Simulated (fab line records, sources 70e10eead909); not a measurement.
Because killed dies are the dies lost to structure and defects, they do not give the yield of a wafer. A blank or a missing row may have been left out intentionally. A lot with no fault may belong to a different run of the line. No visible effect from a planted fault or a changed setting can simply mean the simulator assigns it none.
Struck lot and sound lot, side by side :: flow nand harc :: 14 out of 1302 route steps
Sound: the wafers L955.2, L955.4, L955.6. The struck wafers were L966.2, L966.4, L966.5. The cause is named last.
At each step with rows: each side's tool, then ch and its chambers, then its first start. Under that, the readings that differ: sound wafers :: struck wafers :: difference of the means :: sigmas: that difference in standard deviations of wafers without a fault.
alike: same words and numbers on both sides, and readings whose means sit less than 2 such deviations apart. not compared: any withheld reading, any reading some wafer has no value for, any bound like >300 that may hide the same value, and any number with overlapping values for which the record gives no deviation.
A row with sigmas, a row that says differs or no value, or rows on one side alone: a step with any of these is where the two part. Non-overlapping numbers with no deviation appear without sigmas and do not part them. A reading that every wafer of one side lacks parts them only if that side has two wafers or more.

NHARC_A_STAIRCASE_STRIP_316: strips in O2.
  sound: rie diel-11 ch 0,2,3; struck: rie diel-11 ch 0,1
  alike: drypump motor current A, oes product au, rf vpp V, showerhead plenum p Torr, throttle valve pct
  not compared: rf hours counter h
then, 3 steps without rows for these wafers: NHARC_A_STAIRCASE_STRIP_317 (strips in SPM, time 900 s); NHARC_A_STAIRCASE_PRECLEAN_318 (cleans in SC1); NHARC_A_STAIRCASE_SRD_329.
NHARC_A_STAIRCASE_ALD_415: deposits SiO2, target thk 30 nm, pulse time 6 s, ald cycles 300.
  sound on ald hk-01 ch 1,2,3, day 18 21:46; struck on ald hk-03 ch 0,2,3, day 23 18:17
  alike: heater power outer w, heater power w, precursor pulse height rel
  not compared: since wet clean h
NHARC_A_STAIRCASE_ETCHBACK_416: etches the open film in C4F8/O2/Ar, target depth 36 nm, time 7.2 s.
  sound: rie diel-11 ch 0,3; struck: rie diel-11 ch 1,2
  alike: oes product au, rf vpp V
  not compared: rf hours counter h
NHARC_A_STAIRCASE_STRIP_476: strips in O2, time 20 s.
  sound on rie diel-11 ch 1,3, day 18 23:44; struck on rie diel-11 ch 2,3, day 23 20:14
  alike: drypump motor current A, oes product au, rf vpp V, showerhead plenum p Torr, throttle valve pct
  not compared: rf hours counter h
NHARC_A_STAIRCASE_DEP_417: deposits Si3N4, target thk 60 nm.
  sound on pecvd-02 ch 0,1,2, day 18 23:49; struck on pecvd-01 ch 0,1, day 23 20:25
  alike: heater power w
  not compared: since wet clean h
then, 3 steps without rows for these wafers: NHARC_A_STAIRCASE_WET_418 (chemistry H3PO4, target depth 20 nm); NHARC_A_STAIRCASE_PRECLEAN_419 (cleans in SC1); NHARC_A_STAIRCASE_SRD_421.
NHARC_A_STAIRCASE_ALD_420: deposits SiO2, target thk 20 nm, pulse time 6 s, ald cycles 200.
  sound on ald hk-01 ch 0,1,2, day 19 02:43; struck on ald hk-03 ch 1,3, day 23 23:02
  no value came back on the struck wafers for ald cycles, heater power outer w (W), heater power w (W), precursor pulse height rel; on the sound wafers ald cycles reads 200 200 200
  not compared: since wet clean h
then, 1 step without rows for these wafers: NHARC_A_STAIRCASE_CVD_552 (deposits SiNx, target thk 40 nm).
-- jump in the record: it breaks off in module A_STAIRCASE and resumes in module END (first step shown: number 1302 of the route), and 8 days separate the struck wafers' starts before and after --
NHARC_END_SORT_01:
  at this point the record logs the struck wafers (prober-01 ch 0, day 31 13:02) and has no rows for the sound ones

== WHERE THEY PART ==
First at NHARC_A_STAIRCASE_ALD_420; last, within this record, at NHARC_END_SORT_01.

WHY: what had been put in by the simulator
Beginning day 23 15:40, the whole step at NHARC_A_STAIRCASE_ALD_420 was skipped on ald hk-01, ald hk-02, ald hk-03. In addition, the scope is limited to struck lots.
